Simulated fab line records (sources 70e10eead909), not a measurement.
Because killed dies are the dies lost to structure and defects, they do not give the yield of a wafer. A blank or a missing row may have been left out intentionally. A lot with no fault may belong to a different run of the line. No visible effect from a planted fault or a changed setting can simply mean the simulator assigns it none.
Matching of chambers :: flow nand harc :: rie si-03 running NHARC_A_DECK1_JOINT_ETCHBACK_00: 3 sister chambers
The step etches the open film in HBr, target depth 30 nm, time 17.4 s. 16 wafers are shown with their chamber, then 6 later ones without.

WAFERS, EACH WITH ITS CHAMBER
wafer: L077.2
chamber: 2
drypump motor current A (A): 6.1
rf fwd power W (W): 344.5
oes product au (a.u.): 1.005

wafer: L077.4
chamber: 1
drypump motor current A (A): 6.2
rf fwd power W (W): 344.4
oes product au (a.u.): 0.984

wafer: L077.6
chamber: 2
drypump motor current A (A): 6.1
rf fwd power W (W): 342.9
oes product au (a.u.): 1.003

wafer: L078.1
chamber: 2
drypump motor current A (A): 6.1
rf fwd power W (W): 344.1
oes product au (a.u.): 1.013

wafer: L078.2
chamber: 0
drypump motor current A (A): 5.6
rf fwd power W (W): 345.6
oes product au (a.u.): 1.000

wafer: L078.3
chamber: 1
drypump motor current A (A): 6.2
rf fwd power W (W): 342.6
oes product au (a.u.): 1.002

wafer: L079.1
chamber: 0
drypump motor current A (A): 5.6
rf fwd power W (W): 347.8
oes product au (a.u.): 1.006

wafer: L079.2
chamber: 1
drypump motor current A (A): 6.2
rf fwd power W (W): 343.5
oes product au (a.u.): 1.007

wafer: L079.3
chamber: 2
drypump motor current A (A): 6.0
rf fwd power W (W): 345.7
oes product au (a.u.): 1.014

wafer: L081.1
chamber: 0
drypump motor current A (A): 5.6
rf fwd power W (W): 346.0
oes product au (a.u.): 1.000

wafer: L081.3
chamber: 1
drypump motor current A (A): 6.2
rf fwd power W (W): 341.9
oes product au (a.u.): 1.011

wafer: L081.5
chamber: 2
drypump motor current A (A): 6.0
rf fwd power W (W): 343.6
oes product au (a.u.): 0.997

wafer: L086.1
chamber: 0
drypump motor current A (A): 5.6
rf fwd power W (W): 347.2
oes product au (a.u.): 1.001

wafer: L086.2
chamber: 1
drypump motor current A (A): 6.2
rf fwd power W (W): 343.9
oes product au (a.u.): 0.997

wafer: L086.5
chamber: 2
drypump motor current A (A): 6.0
rf fwd power W (W): 343.1
oes product au (a.u.): 1.005

wafer: L090.1
chamber: 0
drypump motor current A (A): 5.6
rf fwd power W (W): 345.1
oes product au (a.u.): 0.982

SIGNATURES, as means of the wafers listed above
reading: drypump motor current A
chamber 0: 5.600
chamber 1: 6.200
chamber 2: 6.050
scatter within a chamber: 0.034

reading: rf fwd power W
chamber 0: 346.340
chamber 1: 343.260
chamber 2: 343.983
scatter within a chamber: 1.05

reading: oes product au
chamber 0: 0.99780
chamber 1: 1.00020
chamber 2: 1.00617
scatter within a chamber: 0.00868
Rule: a wafer's distance from a chamber is the root of the sum, over the readings, of the square of ((its reading less the chamber's mean) divided by the reading's scatter). The wafer belongs to the nearest chamber; if the next one is less than 2 further off, it can't be placed. The scatter: take each reading less its chamber's mean, square it, sum over the shown wafers, divide by the number of wafers less the number of chambers, and take the root.

WAFERS WITH NO CHAMBER GIVEN
wafer: L090.3
drypump motor current A (A): 6.1
rf fwd power W (W): 344.7
oes product au (a.u.): 1.012

wafer: L090.6
drypump motor current A (A): 5.6
rf fwd power W (W): 347.5
oes product au (a.u.): 0.988

wafer: L093.1
drypump motor current A (A): 6.1
rf fwd power W (W): 344.3
oes product au (a.u.): 0.996

wafer: L093.4
drypump motor current A (A): 6.2
rf fwd power W (W): 341.8
oes product au (a.u.): 0.994

wafer: L097.2
drypump motor current A (A): 6.2
rf fwd power W (W): 343.0
oes product au (a.u.): 1.000

wafer: L097.3
drypump motor current A (A): 6.1
rf fwd power W (W): 344.5
oes product au (a.u.): 1.016

CHAMBER TAKEN BY EACH
wafer: L090.3
from the rows above: can't be placed: 2 or 1
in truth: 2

wafer: L090.6
from the rows above: 0
in truth: 0

wafer: L093.1
from the rows above: can't be placed: 2 or 1
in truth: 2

wafer: L093.4
from the rows above: 1
in truth: 1

wafer: L097.2
from the rows above: 1
in truth: 1

wafer: L097.3
from the rows above: can't be placed: 2 or 1
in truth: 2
3 of 6 placed correctly. Not placeable from these rows: 3 (in 3, the candidates include the true chamber). Number placed wrongly: 0.
